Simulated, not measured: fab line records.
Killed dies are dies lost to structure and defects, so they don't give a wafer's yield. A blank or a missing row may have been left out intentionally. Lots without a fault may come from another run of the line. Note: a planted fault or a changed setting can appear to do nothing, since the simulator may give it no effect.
Struck lot and sound lot, side by side	flow n5_finfet	15 out of 1938 route steps
Sound: these wafers, L746.2, L746.3, L746.5. Struck: wafer L736.5. (L736.6 of the same lot was not struck and is left out.) The cause comes at the end.
Order at every step that has rows: each side's tool, ch and its chambers, its first start. Under that, the readings that differ: sound wafers	struck wafers	difference of the means	sigmas: that difference in standard deviations of wafers without a fault.
alike: readings whose means differ by less than 2 such deviations, and words and numbers that are the same on both sides. not compared: withheld readings, readings that some wafer has no value for, bounds like >300 that may hide the same value, and numbers for which the record gives no deviation and whose values overlap.
The two part at a step that has a row with sigmas, a row that says differs or no value, or rows on one side only. Numbers that have no deviation but don't overlap get no sigmas and don't part them. A reading that every wafer of one side lacks parts them only if that side has two wafers or more.

first, 8 steps without rows for these wafers: N5_BEOL_M9_COAT_64 (time 60 s, resist thk 12 nm); N5_BEOL_M9_COAT_75 (time 60 s, resist thk 5 nm); N5_BEOL_M9_COAT_22 (resist thk 30 nm); N5_BEOL_M9_EBR_24; N5_BEOL_M9_SOFTBAKE_23 (time 60 s); N5_BEOL_M9_EXPOSE_25 (exposes mask V8); N5_BEOL_M9_PEB_26 (peb time 60 s); N5_BEOL_M9_DEVELOP_27 (develop time 30 s).
N5_BEOL_M9_CD_MEAS_28: target cd 70 nm.
  sound on cd_sem-01 ch 0, day 14 17:23; struck on cd_sem-02 ch 0, day 12 19:52
  alike: cd_nm
N5_BEOL_M9_OVL_MEAS_29:
  sound on overlay-01 ch 0, day 14 17:25; struck on overlay-01 ch 0, day 12 19:55
reading	sound	struck	difference	sigmas
V8_OVL (nm)	0.5 1.7 0.8	-0.5	-1.5	-2
N5_BEOL_M9_INSPECT_30: inspects for defects (brightfield).
  sound on defect_inspect-01 at day 14 17:29; struck on defect_inspect-02 at day 12 19:57
  alike: raw_defect_count
N5_BEOL_M9_DESCUM_33: chemistry O2, time 7 s.
  sound on rie_diel-01 ch 2,3, day 14 17:47; struck on rie_diel-05 ch 0, day 12 20:00
  alike: drypump_motor_current_A, oes_product_au, rf_vpp_V, showerhead_plenum_p_Torr, throttle_valve_pct
  not compared: rf_hours_counter_h
N5_BEOL_M9_ETCH_76: etches underlayer in N2/H2, target depth 6.5 nm, time 5.2 s.
  sound on rie_diel-01 ch 2,3, day 14 17:50; struck on rie_diel-05 ch 0, day 12 20:02
reading	sound	struck	difference	sigmas
etch_rf_on_time_s (s)	5.13 5.33 5.15	7.93	+2.73	+18
oes_product_au (a.u.)	0.72 0.59 0.71	0.50	-0.17	-2
  alike: drypump_motor_current_A, rf_vpp_V, showerhead_plenum_p_Torr, throttle_valve_pct
  not compared: rf_hours_counter_h
N5_BEOL_M9_ETCH_65: etches SiARC in CF4, target depth 15.6 nm, time 26 s.
  sound on rie_diel-01 ch 2,3, day 14 17:51; struck on rie_diel-05 ch 0, day 12 20:03
  alike: drypump_motor_current_A, etch_rf_on_time_s, oes_product_au, rf_vpp_V, showerhead_plenum_p_Torr, throttle_valve_pct
  not compared: rf_hours_counter_h
-- the record jumps here: 2 days lie between the struck wafers' starts before and after (it left off in module BEOL_M9 and takes up again in module PASSIVATION, whose first step shown is number 1936 of the route) --
N5_PASSIVATION_PROBE_49:
  record: rows for the struck wafers here (prober-01, day 15 06:52), none for the sound ones

WHERE THEY PART
Earliest at N5_BEOL_M9_OVL_MEAS_29; latest, in this record, at N5_PASSIVATION_PROBE_49.

WHY: what the simulator had put in
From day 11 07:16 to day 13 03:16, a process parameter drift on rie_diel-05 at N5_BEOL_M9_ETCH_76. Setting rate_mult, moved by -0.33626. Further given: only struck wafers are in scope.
